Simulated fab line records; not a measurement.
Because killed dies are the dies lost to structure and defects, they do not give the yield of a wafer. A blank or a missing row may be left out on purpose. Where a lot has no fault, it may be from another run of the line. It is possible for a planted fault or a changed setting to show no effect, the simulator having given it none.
Matching of chambers :: flow n5-finfet :: N5_BEOL_M9_PECVD_70 on pecvd-02: 3 sister chambers
The step deposits SiO2 from TEOS/O2, target thk 20 nm, time 22.7 s. 3 wafers are shown with their chamber, then 8 later ones without.

WAFERS PAIRED WITH THEIR CHAMBERS
wafer: L079.5
chamber: 0
throttle-valve-pct (%): 22.8

wafer: L080.4
chamber: 2
throttle-valve-pct (%): 21.0

wafer: L089.2
chamber: 1
throttle-valve-pct (%): 24.0

WAFERS MISSING THEIR CHAMBER
wafer: L089.5
throttle-valve-pct (%): 23.9

wafer: L089.6
throttle-valve-pct (%): 21.0

wafer: L094.2
throttle-valve-pct (%): 21.3

wafer: L094.4
throttle-valve-pct (%): 21.0

wafer: L094.6
throttle-valve-pct (%): 23.8

wafer: L096.1
throttle-valve-pct (%): 20.9

wafer: L096.5
throttle-valve-pct (%): 24.0

wafer: L096.6
throttle-valve-pct (%): 21.3

WHICH CHAMBER EACH WENT THROUGH
wafer: L089.5
from the rows above: 1
in truth: 1

wafer: L089.6
from the rows above: 2
in truth: 2

wafer: L094.2
from the rows above: 2
in truth: 2

wafer: L094.4
from the rows above: 2
in truth: 2

wafer: L094.6
from the rows above: 1
in truth: 1

wafer: L096.1
from the rows above: 2
in truth: 2

wafer: L096.5
from the rows above: 1
in truth: 1

wafer: L096.6
from the rows above: 2
in truth: 2
8 of 8 placed correctly. From these rows, 0 cannot be placed. Placed wrongly: 0.
How it was worked out, from the rows above alone: a wafer's distance from a chamber is the root of the sum, over the readings, of the square of ((its reading less the chamber's mean) divided by the reading's scatter). The wafer belongs to the nearest chamber; if the next one is less than 2 further off, it can't be placed. The mean given for a chamber averages the wafers shown for that chamber. The scatter: root of mean squared gap, hidden wafer to nearest shown wafer, with one shown wafer a chamber.
